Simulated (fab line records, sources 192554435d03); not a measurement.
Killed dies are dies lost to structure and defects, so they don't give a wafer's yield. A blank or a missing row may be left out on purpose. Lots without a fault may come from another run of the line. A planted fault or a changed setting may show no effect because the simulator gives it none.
A struck lot beside a sound one | flow n5_finfet | 15 steps out of a route of 1938
Sound: wafers L686.2, L686.4, L686.5. Struck: wafers L699.2, L699.3, L699.6. The cause comes at the end.
At each step with rows: each side's tool, then ch and its chambers, then its first start. Under that, the readings that differ: sound wafers | struck wafers | difference of the means | sigmas: that difference in standard deviations of wafers without a fault.
alike: readings whose means differ by less than 2 such deviations, and words and numbers that are the same on both sides. not compared: withheld readings, readings that some wafer has no value for, bounds like >300 that may hide the same value, and numbers for which the record gives no deviation and whose values overlap.
The two part at a step that has a row with sigmas, a row that says differs or no value, or rows on one side only. Numbers that don't overlap but have no deviation are shown without sigmas and don't part them. A reading that every wafer of one side lacks parts them only if that side has two wafers or more.

first, 2 steps without rows for these wafers: N5_BEOL_M9_ANNEAL_51 (time 90 s); N5_BEOL_M9_CMP_52 (polishes, stops on SiCOH lowk, t overpolish 7 s, target thk 140 nm).
N5_BEOL_M9_THK_MEAS_53: measures by xrf.
  sound on film_metro-02, day 12 06:41; struck on film_metro-01, day 15 14:23
  alike: M9_THK
then, 1 step without rows for these wafers: N5_BEOL_M9_PRE_CLEAN_55 (time 15 s).
N5_BEOL_M9_DEP_56: deposits SiCN from 3MS/NH3, target thk 15 nm, time 26.5 s.
  sound on pecvd-03 ch 1,2, day 12 06:45; struck on pecvd-01 ch 0,1,2, day 15 14:27
  reading            | sound             | struck            | difference | sigmas
  rf_fwd_power_W (W) | 197.9 198.8 198.4 | 201.6 201.6 199.8 | +2.6       | +3
  alike: showerhead_plenum_p_Torr, showerhead_vpp_V, throttle_valve_pct
N5_BEOL_M9_RS_MEAS_57: measures by four-point-probe.
  sound on film_metro-01, day 12 06:49; struck on film_metro-01, day 15 14:32
  alike: M9_RS
N5_BEOL_M9_INSPECT_58: inspects for defects (darkfield).
  sound on defect_inspect-02, day 12 06:51; struck on defect_inspect-02, day 15 14:33
  alike: raw_defect_count
N5_BEOL_M10_ILD_DEP_00: deposits SiCOH lowk from DEMS/porogen, target thk 308.51 nm, time 58 s.
  sound on pecvd-04 ch 0,1, day 12 06:53; struck on pecvd-04 ch 0,2, day 15 14:35
  alike: heater_power_w, rf_fwd_power_W, showerhead_plenum_p_Torr, showerhead_vpp_V, throttle_valve_pct
N5_BEOL_M10_CURE_71: cures SiCOH lowk, time 240 s.
  sound on uv_cure-01 ch 1, day 12 07:03; struck on uv_cure-03 ch 1, day 15 14:45
  alike: lamp_power_pct, wafer_temp_C_max
N5_BEOL_M10_THK_MEAS_01:
  sound on film_metro-01, day 12 07:29; struck on film_metro-02, day 15 15:11
  alike: M10_ILD_THK
N5_BEOL_M10_PECVD_70: deposits SiO2 from TEOS/O2, target thk 20 nm, time 22.7 s.
  sound on pecvd-04 ch 0,1,2, day 12 07:31; struck on pecvd-04 ch 1,2, day 15 15:13
  alike: heater_power_w, rf_fwd_power_W, showerhead_plenum_p_Torr, showerhead_vpp_V, throttle_valve_pct
N5_BEOL_M10_HM_DEP_02: deposits TiN, target thk 20 nm.
  sound on pvd_sputter-02, day 12 08:40; struck on pvd_sputter-02, day 15 15:42
  alike: throttle_valve_pct
N5_BEOL_M10_COAT_59: time 60 s, resist thk 100 nm.
  sound on litho_track-01 ch 0, day 12 08:47; struck on litho_track-05 ch 0, day 15 15:49
  reading                  | sound                | struck               | difference | sigmas
  heater_power_total_W (W) | 502.5 502.1 502.8    | 505.8 509.5 505.1    | +4.3       | +2
  plate_temp_C (C)         | 249.62 250.07 249.94 | 252.37 252.50 252.19 | +2.48      | +14
then, 1 step without rows for these wafers: N5_BEOL_M10_COAT_60 (time 60 s, resist thk 30 nm).
-- the record jumps here: 3 days lie between the struck wafers' starts before and after (it left off in module BEOL_M10 and takes up again in module PASSIVATION, whose first step shown is number 1936 of the route) --
N5_PASSIVATION_PROBE_49:
  sound on prober-02, day 14 19:58; struck on prober-01, day 18 12:05
  alike: defect_limited_yield, killed_at_M0_to_M3, killed_at_M4_up, killed_at_contacts, killed_at_front_end, killed_at_other, killed_dies, killed_open, killed_short, sort_bin_4_leakage, sort_bin_5_function, sort_bin_6_memory, sort_bin_8_speed, sort_n_pass, sort_yield_pct

WHERE THEY PART
First at N5_BEOL_M9_DEP_56; last, within this record, at N5_BEOL_M10_COAT_59. Later steps at which nothing parts them and some readings are alike: N5_PASSIVATION_PROBE_49.

WHY: what the simulator had put in
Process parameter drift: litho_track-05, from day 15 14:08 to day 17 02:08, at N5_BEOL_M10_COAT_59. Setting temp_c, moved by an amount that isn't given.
